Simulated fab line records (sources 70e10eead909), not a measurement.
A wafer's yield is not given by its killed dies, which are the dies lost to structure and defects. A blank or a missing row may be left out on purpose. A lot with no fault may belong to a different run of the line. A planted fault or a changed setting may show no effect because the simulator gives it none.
Comparing a struck lot with a sound one | flow nand harc | 14 steps out of a route of 1302
Sound: the wafers L480.1, L480.2, L480.5. Struck: wafer L484.2 (L484.1, L484.3, from the same lot, were not struck and are left out); the cause is given at the end.
For every step that has rows: the tool of each side, followed by ch and its chambers, followed by its first start. Under that, the readings that differ: sound wafers | struck wafers | difference of the means | sigmas: that difference in standard deviations of wafers without a fault.
alike: same words and numbers on both sides, and readings whose means sit less than 2 such deviations apart. not compared: any withheld reading, any reading some wafer has no value for, any bound like >300 that may hide the same value, and any number with overlapping values for which the record gives no deviation.
Wherever a step has rows on one side only, a row that says differs or no value, or a row with sigmas, the two part there. Numbers that have no deviation but don't overlap get no sigmas and don't part them. A reading that every wafer of one side lacks parts them only if that side has two wafers or more.

NHARC_A_CHANNEL_HOLE_D2_CD_MEAS_31:
  sound on cd sem-01, day 19 00:58; struck on cd sem-02, day 19 17:18
  alike: cd nm
following that, these wafers have no rows for 1 step: NHARC_A_CHANNEL_HOLE_D2_XSEM_32.
NHARC_A_CHANNEL_HOLE_D2_INSPECT_40:
  sound on defect inspect-02, day 19 01:10; struck on defect inspect-02, day 19 17:29
  alike: raw defect count
then, 3 steps without rows for these wafers: NHARC_A_CHANNEL_FILL_D2_PRECLEAN_00 (cleans in SC1); NHARC_A_CHANNEL_FILL_D2_SRD_01; NHARC_A_CHANNEL_FILL_D2_ALD_02 (deposits SiO2, target thk 6 nm, pulse time 10 s, ald cycles 60).
NHARC_A_CHANNEL_FILL_D2_ALD_03: deposits SiNx, target thk 6 nm, pulse time 60 s, ald cycles 58.
  sound on ald sin batch-02 ch 0; struck on ald sin batch-01 ch 0
  alike: precursor pulse height rel
NHARC_A_CHANNEL_FILL_D2_ALD_14: deposits SiO2, target thk 2.5 nm, pulse time 10 s, ald cycles 25.
  sound on ald hk-04 ch 1,2,3, day 19 10:29; struck on ald hk-02 ch 2, day 20 00:49
  alike: heater power w, precursor pulse height rel
NHARC_A_CHANNEL_FILL_D2_ALD_15: deposits SiNx, target thk 2 nm, pulse time 60 s, ald cycles 19.
  sound on ald sin batch-01 ch 0; struck on ald sin batch-02 ch 0
  alike: precursor pulse height rel
NHARC_A_CHANNEL_FILL_D2_ALD_16: deposits SiO2, target thk 1.5 nm, pulse time 10 s, ald cycles 15.
  sound on ald hk-01 ch 0,1,3, day 19 15:53; struck on ald hk-04 ch 2, day 20 05:56
  alike: heater power w, precursor pulse height rel
then, 2 steps without rows for these wafers: NHARC_A_CHANNEL_FILL_D2_ANNEAL_17 (time 1800 s); NHARC_A_CHANNEL_FILL_D2_CVD_18 (deposits poly-Si, target thk 3 nm).
NHARC_A_CHANNEL_FILL_D2_ETCHBACK_19: etches the open film in HBr/Cl2, target depth 5 nm, time 1.7 s.
  sound on rie si-03 ch 0,1, day 20 03:30; struck on rie si-04 ch 0, day 20 17:49
  reading               | sound             | struck | difference | sigmas
  oes product au (a.u.) | 0.985 0.975 0.987 | 0.739  | -0.243     | -24
  alike: drypump motor current A, throttle valve pct
  not compared: rf hours counter h
NHARC_A_CHANNEL_FILL_D2_ETCHBACK_20: etches the open film in C4F8/O2/Ar, target depth 27 nm, time 13.5 s.
  sound on rie diel-13 ch 0,1,2, day 20 03:38; struck on rie diel-13 ch 2, day 20 17:58
  reading               | sound          | struck | difference | sigmas
  oes product au (a.u.) | 1.02 0.99 0.98 | 0.92   | -0.08      | -2
  alike: rf vpp V
  not compared: rf hours counter h

== WHERE THEY PART ==
First at NHARC_A_CHANNEL_FILL_D2_ETCHBACK_19; last, within this record, at NHARC_A_CHANNEL_FILL_D2_ETCHBACK_20.

WHY: whatever the simulator had introduced
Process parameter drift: rie si-04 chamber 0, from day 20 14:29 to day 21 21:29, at NHARC_A_CHANNEL_FILL_D2_ETCHBACK_19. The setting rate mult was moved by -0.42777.
